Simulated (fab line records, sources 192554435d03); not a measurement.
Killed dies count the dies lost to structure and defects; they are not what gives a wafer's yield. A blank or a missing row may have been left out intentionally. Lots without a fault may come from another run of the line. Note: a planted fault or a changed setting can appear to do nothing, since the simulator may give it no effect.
Split-lot trial / flow n5_finfet / route with 1938 steps; 7 lots, 21 wafers read

ON THE SPLIT
At N5_BEOL_M11_TRENCH_ETCH_37 (etches SiCOH lowk in C4F6/O2, target depth 148.83 nm, time 48 s), the setting time_s was moved away from the recipe's 48 s on 6 of the 21 wafers read, by -10.6% to +17.8%. All remaining wafers had this setting at the recipe value.

FROM THE SPLIT TO THE READING: what the file shows between them, 11 steps
- N5_BEOL_M11_ETCH_41: etches SiCN in CH3F/O2, target depth 42.6 nm, time 86 s
- N5_BEOL_M11_STRIP_77: strips in N2/H2, time 10 s
- N5_BEOL_M11_OCD_MEAS_38
- N5_BEOL_M11_HM_STRIP_39: strips TiN in peroxide tin strip, target depth 25 nm, time 158 s
- N5_BEOL_M11_SRD_40: time 30 s
- N5_BEOL_M11_ECD_50: material Cu, target thk 318 nm
- N5_BEOL_M11_ANNEAL_51: time 90 s
- N5_BEOL_M11_CMP_52: polishes, stops on SiCOH lowk, t overpolish 7 s, target thk 140 nm
- N5_BEOL_M11_THK_MEAS_53: measures by xrf
- N5_BEOL_M11_PRE_CLEAN_55: time 15 s
- N5_BEOL_M11_DEP_56: deposits SiCN from 3MS/NH3, target thk 30 nm, time 10.5 s

THE READING
Measured at N5_BEOL_M11_RS_MEAS_57 by four-point probe: M11_RS, in ohm/sq. On this fab line, fault-free wafers typically give 0.152 ohm/sq with a standard deviation of 0.0031 ohm/sq.

wafer=L078.3; tool, chamber at the split=rie_diel-02, 1; time_s as run, s=48; against the recipe=recipe; M11_RS, ohm/sq=0.154; against lot-mates on the recipe=-
wafer=L078.5; tool, chamber at the split=rie_diel-02, 3; time_s as run, s=48; against the recipe=recipe; M11_RS, ohm/sq=0.147; against lot-mates on the recipe=-
wafer=L078.6; tool, chamber at the split=rie_diel-02, 2; time_s as run, s=42.91; against the recipe=-10.6%; M11_RS, ohm/sq=0.173; against lot-mates on the recipe=+0.022
wafer=L081.1; tool, chamber at the split=rie_diel-02, 1; time_s as run, s=48; against the recipe=recipe; M11_RS, ohm/sq=0.154; against lot-mates on the recipe=-
wafer=L081.2; tool, chamber at the split=rie_diel-02, 3; time_s as run, s=48; against the recipe=recipe; M11_RS, ohm/sq=0.148; against lot-mates on the recipe=-
wafer=L081.4; tool, chamber at the split=rie_diel-02, 0; time_s as run, s=48; against the recipe=recipe; M11_RS, ohm/sq=0.147; against lot-mates on the recipe=-
wafer=L083.2; tool, chamber at the split=rie_diel-06, 0; time_s as run, s=48; against the recipe=recipe; M11_RS, ohm/sq=0.155; against lot-mates on the recipe=-
wafer=L083.5; tool, chamber at the split=rie_diel-06, 1; time_s as run, s=48; against the recipe=recipe; M11_RS, ohm/sq=0.158; against lot-mates on the recipe=-
wafer=L083.6; tool, chamber at the split=rie_diel-06, 2; time_s as run, s=48; against the recipe=recipe; M11_RS, ohm/sq=0.155; against lot-mates on the recipe=-
wafer=L082.1; tool, chamber at the split=rie_diel-02, 1; time_s as run, s=48; against the recipe=recipe; M11_RS, ohm/sq=0.153; against lot-mates on the recipe=-
wafer=L082.3; tool, chamber at the split=rie_diel-02, 2; time_s as run, s=48; against the recipe=recipe; M11_RS, ohm/sq=0.152; against lot-mates on the recipe=-
wafer=L082.6; tool, chamber at the split=rie_diel-02, 0; time_s as run, s=48; against the recipe=recipe; M11_RS, ohm/sq=0.148; against lot-mates on the recipe=-
wafer=L084.1; tool, chamber at the split=rie_diel-05, 1; time_s as run, s=53.75; against the recipe=+12.0%; M11_RS, ohm/sq=0.138; against lot-mates on the recipe=no lot-mate on the recipe
wafer=L084.3; tool, chamber at the split=rie_diel-05, 0; time_s as run, s=53.75; against the recipe=+12.0%; M11_RS, ohm/sq=0.133; against lot-mates on the recipe=no lot-mate on the recipe
wafer=L084.5; tool, chamber at the split=rie_diel-05, 2; time_s as run, s=53.75; against the recipe=+12.0%; M11_RS, ohm/sq=0.134; against lot-mates on the recipe=no lot-mate on the recipe
wafer=L096.2; tool, chamber at the split=rie_diel-02, 3; time_s as run, s=56.52; against the recipe=+17.8%; M11_RS, ohm/sq=0.124; against lot-mates on the recipe=-0.028
wafer=L096.3; tool, chamber at the split=rie_diel-02, 0; time_s as run, s=56.52; against the recipe=+17.8%; M11_RS, ohm/sq=0.123; against lot-mates on the recipe=-0.029
wafer=L096.6; tool, chamber at the split=rie_diel-02, 1; time_s as run, s=48; against the recipe=recipe; M11_RS, ohm/sq=0.152; against lot-mates on the recipe=-
wafer=L097.2; tool, chamber at the split=rie_diel-05, 1; time_s as run, s=48; against the recipe=recipe; M11_RS, ohm/sq=0.155; against lot-mates on the recipe=-
wafer=L097.3; tool, chamber at the split=rie_diel-05, 3; time_s as run, s=48; against the recipe=recipe; M11_RS, ohm/sq=0.152; against lot-mates on the recipe=-
wafer=L097.4; tool, chamber at the split=rie_diel-05, 3; time_s as run, s=48; against the recipe=recipe; M11_RS, ohm/sq=0.150; against lot-mates on the recipe=-

FIT RESULTS
A straight line over all 21 wafers: M11_RS changes by -0.0016 ohm/sq for each +1% of time_s; r = -0.96; the points scatter about the line by 0.0032 ohm/sq.
The same after taking each lot's own level away (the mean of its wafers on the recipe; 18 wafers): -0.0017 ohm/sq for each +1%; r = -0.97; scatter 0.0026 ohm/sq.
Per that fit: largest time_s move, reading shift of 0.03 ohm/sq.
The span of the lots' own levels, 0.1497 to 0.1560 ohm/sq, comes to 2.0 times the standard deviation stated above.
Hence the lot-to-lot level has little effect on the slope; both slopes agree.
Check: for one of the wafers moved furthest among these (+17.8%), held out of the fit, the line's prediction against its lot-mates is -0.031 ohm/sq. Against them it came out at -0.028 ohm/sq.

THE OTHER SPLITS THESE WAFERS WENT THROUGH
Before the reading, these wafers also passed through other splits. Each is held against what the fit with the lots' levels taken away leaves over:
other split on the same wafers=N5_BEOL_M10_ETCH_61 cf4_flow_sccm; wafers away from the commonest value=2; r with M11_RS (lot level and that fit taken away)=+0.31
other split on the same wafers=N5_BEOL_M11_VIA_ETCH_34 time_s; wafers away from the commonest value=4; r with M11_RS (lot level and that fit taken away)=-0.30

THE WHOLE CHAIN: every reading that the file lists as answering this split, in the file's order
step=N5_BEOL_M11_TRENCH_ETCH_37; what it does=etches SiCOH lowk in C4F6/O2, target depth 148.83 nm, time 48 s; reading=etch.depth_nm (the simulator's own value, which no gauge read); change (the file's fit)=+1.67 nm for each +1% of the setting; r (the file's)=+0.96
step=N5_BEOL_M11_TRENCH_ETCH_37; what it does=etches SiCOH lowk in C4F6/O2, target depth 148.83 nm, time 48 s; reading=BEOL_M11.feature_depth_nm (the simulator's own value, which no gauge read); change (the file's fit)=+1.67 nm for each +1% of the setting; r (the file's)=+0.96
step=N5_BEOL_M11_OCD_MEAS_38; what it does=; reading=trench_depth_nm; change (the file's fit)=+1.66 nm for each +1% of the setting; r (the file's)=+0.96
step=N5_BEOL_M11_CMP_52; what it does=polishes, stops on SiCOH lowk, t overpolish 7 s, target thk 140 nm; reading=Cu_of_BEOL_M11_ECD_50.thk_nm (the simulator's own value, which no gauge read); change (the file's fit)=+1.6 nm for each +1% of the setting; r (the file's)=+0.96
step=N5_BEOL_M11_THK_MEAS_53; what it does=measures by xrf; reading=M11_THK; change (the file's fit)=+1.67 for each +1% of the setting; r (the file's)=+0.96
step=N5_BEOL_M11_RS_MEAS_57; what it does=measures by four-point-probe; reading=M11_RS; change (the file's fit)=-0.00173 for each +1% of the setting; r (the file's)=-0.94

FILE'S OWN FIT
M11_RS changes by -0.00173 ohm/sq for each +1% of time_s, r = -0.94.
